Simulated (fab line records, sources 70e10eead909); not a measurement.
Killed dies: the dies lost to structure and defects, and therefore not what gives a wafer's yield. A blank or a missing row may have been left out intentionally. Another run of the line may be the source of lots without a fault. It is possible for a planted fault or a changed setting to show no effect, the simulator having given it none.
Chamber matching | flow nand_harc | 4 sister chambers for NHARC_A_CONTACT_DESCUM_74 on rie_diel-11
The step chemistry O2, time 3 s. 19 wafers are shown with their chamber, then 9 later ones without.

## EACH WAFER AND ITS CHAMBER
wafer  | chamber | drypump_motor_current_A (A) | showerhead_plenum_p_Torr (Torr) | rf_vpp_V (V)
L298.1 | 0       | 4.9                         | 1.85                            | 56.6
L298.5 | 1       | 5.7                         | 1.98                            | 59.2
L298.6 | 2       | 5.8                         | 1.87                            | 56.6
L300.3 | 3       | 5.8                         | 2.01                            | 57.8
L300.5 | 2       | 5.9                         | 1.86                            | 57.8
L300.6 | 3       | 5.8                         | 2.01                            | 57.9
L299.3 | 2       | 5.9                         | 1.86                            | 57.2
L299.4 | 1       | 5.7                         | 1.97                            | 57.5
L299.5 | 0       | 4.9                         | 1.85                            | 57.0
L301.1 | 1       | 5.7                         | 1.97                            | 57.3
L301.5 | 1       | 5.7                         | 1.97                            | 57.8
L301.6 | 2       | 5.8                         | 1.86                            | 56.8
L306.1 | 0       | 4.9                         | 1.84                            | 57.2
L306.6 | 2       | 5.8                         | 1.86                            | 58.3
L305.1 | 2       | 5.8                         | 1.86                            | 58.2
L305.2 | 1       | 5.7                         | 1.97                            | 58.2
L314.2 | 3       | 5.8                         | 2.01                            | 57.7
L314.5 | 0       | 4.9                         | 1.84                            | 57.2
L314.6 | 3       | 5.8                         | 2.00                            | 58.7

SIGNATURES (averages over the wafers above)
reading                  | chamber 0 | chamber 1 | chamber 2 | chamber 3 | scatter within a chamber
drypump_motor_current_A  | 4.900     | 5.700     | 5.833     | 5.800     | 0.0298
showerhead_plenum_p_Torr | 1.8450    | 1.9720    | 1.8617    | 2.0075    | 0.00475
rf_vpp_V                 | 57.000    | 58.000    | 57.483    | 58.025    | 0.618
Rule: distance of a wafer from a chamber = root of the sum over the readings of ((wafer's reading minus chamber's mean) / reading's scatter) squared. The wafer belongs to the nearest chamber; if the next one is less than 2 further off, it can't be placed. The scatter is the square root of a quotient: the sum, over the shown wafers, of each reading's squared deviation from its chamber's mean, divided by wafers minus chambers.

## WAFERS WITHOUT THEIR CHAMBER
wafer  | drypump_motor_current_A (A) | showerhead_plenum_p_Torr (Torr) | rf_vpp_V (V)
L315.1 | 5.9                         | 1.86                            | 56.5
L315.4 | 5.7                         | 1.97                            | 58.0
L315.5 | 5.9                         | 1.86                            | 58.2
L318.4 | 4.9                         | 1.84                            | 58.3
L318.5 | 4.9                         | 1.84                            | 58.9
L318.6 | 5.7                         | 1.96                            | 58.9
L319.1 | 5.7                         | 1.96                            | 59.2
L319.2 | 4.9                         | 1.84                            | 56.0
L319.4 | 5.8                         | 2.00                            | 58.2

## THE CHAMBER EACH PASSED THROUGH
wafer  | from the rows above | in truth
L315.1 | 2                   | 2
L315.4 | 1                   | 1
L315.5 | 2                   | 2
L318.4 | 0                   | 0
L318.5 | 0                   | 0
L318.6 | 1                   | 1
L319.1 | 1                   | 1
L319.2 | 0                   | 0
L319.4 | 3                   | 3
9 of 9 placed correctly. Not placeable from these rows: 0. Wrongly placed: 0.
